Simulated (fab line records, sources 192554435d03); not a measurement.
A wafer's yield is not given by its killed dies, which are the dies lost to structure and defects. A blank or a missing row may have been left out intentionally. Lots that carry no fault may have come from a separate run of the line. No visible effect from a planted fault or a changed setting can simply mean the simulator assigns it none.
Matching of chambers / flow n5Finfet / 4 sister chambers for N5_BEOL_M2_ALD_84 on aldMetal-04
The step deposits TaN, pulse time 2 s, purge time 3 s, co reactant purge time 2 s. 8 wafers are shown with their chamber, then 9 later ones without.

WAFERS PAIRED WITH THEIR CHAMBERS
wafer=L077.3; chamber=1; heaterPowerW (W)=372
wafer=L080.2; chamber=2; heaterPowerW (W)=400
wafer=L080.3; chamber=1; heaterPowerW (W)=381
wafer=L082.3; chamber=0; heaterPowerW (W)=389
wafer=L082.6; chamber=3; heaterPowerW (W)=386
wafer=L083.1; chamber=3; heaterPowerW (W)=386
wafer=L083.3; chamber=0; heaterPowerW (W)=386
wafer=L083.6; chamber=2; heaterPowerW (W)=396

WAFERS WHOSE CHAMBER IS MISSING
wafer=L084.1; heaterPowerW (W)=399
wafer=L084.2; heaterPowerW (W)=384
wafer=L084.5; heaterPowerW (W)=402
wafer=L087.1; heaterPowerW (W)=392
wafer=L087.2; heaterPowerW (W)=386
wafer=L087.3; heaterPowerW (W)=382
wafer=L097.2; heaterPowerW (W)=381
wafer=L097.4; heaterPowerW (W)=388
wafer=L097.5; heaterPowerW (W)=408

WHICH CHAMBER EACH ONE RAN IN
wafer=L084.1; from the rows above=2; in truth=2
wafer=L084.2; from the rows above=can't be placed: 3 or 0 or 1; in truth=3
wafer=L084.5; from the rows above=2; in truth=2
wafer=L087.1; from the rows above=can't be placed: 0 or 2 or 3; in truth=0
wafer=L087.2; from the rows above=can't be placed: 3 or 0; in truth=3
wafer=L087.3; from the rows above=can't be placed: 3 or 0 or 1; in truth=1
wafer=L097.2; from the rows above=can't be placed: 1 or 3 or 0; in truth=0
wafer=L097.4; from the rows above=can't be placed: 0 or 3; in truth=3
wafer=L097.5; from the rows above=2; in truth=2
Correct placement for 3 of the 9. Can't be placed from these rows: 6 (the true chamber is among the candidates in 6). Number placed wrongly: 0.
How it was worked out, from the rows above alone: a wafer's distance from a chamber is the root of the sum, over the readings, of the square of ((its reading less the chamber's mean) divided by the reading's scatter). If the next closest chamber is less than 2 further off than the closest, the wafer can't be placed; otherwise it belongs to the closest. A chamber's mean is the mean of its shown wafers. The scatter: the root of (the sum of the squares of (reading less its chamber's mean) over the shown wafers, divided by (wafers less chambers)).
